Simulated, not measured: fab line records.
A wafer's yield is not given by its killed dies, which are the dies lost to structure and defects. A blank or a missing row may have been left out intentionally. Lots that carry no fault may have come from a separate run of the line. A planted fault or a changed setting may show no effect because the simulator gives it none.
Chamber matching + flow n5-finfet + rie-diel-03 running N5_DUMMY_GATE_HM_OPEN_21: 4 sister chambers
The step chemistry CH3F/O2, target SiNx, target depth 120 nm, time 171.4 s. 16 wafers are shown with their chamber, then 8 later ones without.

WAFERS, EACH WITH ITS CHAMBER
| wafer  | chamber | drypump-motor-current-A (A) | showerhead-plenum-p-Torr (Torr) | oes-product-au (a.u.) |
|--------|---------|-----------------------------|---------------------------------|-----------------------|
| L074.1 | 1       | 5.6                         | 1.94                            | 0.77                  |
| L074.2 | 3       | 5.5                         | 1.94                            | 0.72                  |
| L074.3 | 2       | 6.5                         | 2.01                            | 0.71                  |
| L078.2 | 2       | 6.5                         | 2.00                            | 0.69                  |
| L078.4 | 1       | 5.6                         | 1.93                            | 0.75                  |
| L078.5 | 2       | 6.5                         | 2.00                            | 0.69                  |
| L082.1 | 2       | 6.5                         | 2.00                            | 0.69                  |
| L082.4 | 2       | 6.6                         | 2.00                            | 0.68                  |
| L082.6 | 1       | 5.6                         | 1.93                            | 0.75                  |
| L086.3 | 0       | 5.8                         | 2.06                            | 0.91                  |
| L086.4 | 2       | 6.6                         | 2.00                            | 0.68                  |
| L086.6 | 0       | 5.8                         | 2.06                            | 0.92                  |
| L087.2 | 3       | 5.5                         | 1.93                            | 0.70                  |
| L087.3 | 1       | 5.6                         | 1.93                            | 0.75                  |
| L087.4 | 0       | 5.8                         | 2.05                            | 0.92                  |
| L088.3 | 0       | 5.8                         | 2.05                            | 0.91                  |

SIGNATURES (averages over the wafers above)
| reading                  | chamber 0 | chamber 1 | chamber 2 | chamber 3 | scatter within a chamber |
|--------------------------|-----------|-----------|-----------|-----------|--------------------------|
| drypump-motor-current-A  | 5.800     | 5.600     | 6.533     | 5.500     | 0.0333                   |
| showerhead-plenum-p-Torr | 2.0550    | 1.9325    | 2.0017    | 1.9350    | 0.00507                  |
| oes-product-au           | 0.9150    | 0.7550    | 0.6900    | 0.7100    | 0.01                     |
Rule: for a wafer and a chamber, the distance is found by dividing, reading by reading, the gap between the wafer's reading and the chamber's mean by the reading's scatter, squaring, summing and taking the root. If the next closest chamber is less than 2 further off than the closest, the wafer can't be placed; otherwise it belongs to the closest. The scatter is the square root of a quotient: the sum, over the shown wafers, of each reading's squared deviation from its chamber's mean, divided by wafers minus chambers.

WAFERS MISSING THEIR CHAMBER
| wafer  | drypump-motor-current-A (A) | showerhead-plenum-p-Torr (Torr) | oes-product-au (a.u.) |
|--------|-----------------------------|---------------------------------|-----------------------|
| L088.4 | 5.6                         | 1.93                            | 0.74                  |
| L088.5 | 5.6                         | 1.93                            | 0.74                  |
| L089.2 | 5.8                         | 2.05                            | 0.92                  |
| L089.4 | 6.5                         | 2.00                            | 0.69                  |
| L089.5 | 5.5                         | 1.93                            | 0.71                  |
| L097.2 | 5.6                         | 1.92                            | 0.74                  |
| L097.5 | 5.8                         | 2.05                            | 0.89                  |
| L097.6 | 5.6                         | 1.92                            | 0.74                  |

EACH ONE'S CHAMBER
| wafer  | from the rows above | in truth |
|--------|---------------------|----------|
| L088.4 | 1                   | 1        |
| L088.5 | 1                   | 1        |
| L089.2 | 0                   | 0        |
| L089.4 | 2                   | 2        |
| L089.5 | 3                   | 3        |
| L097.2 | 1                   | 1        |
| L097.5 | 0                   | 0        |
| L097.6 | 1                   | 1        |
Correctly placed: 8 of 8. Number that these rows cannot place: 0. 0 placed wrongly.
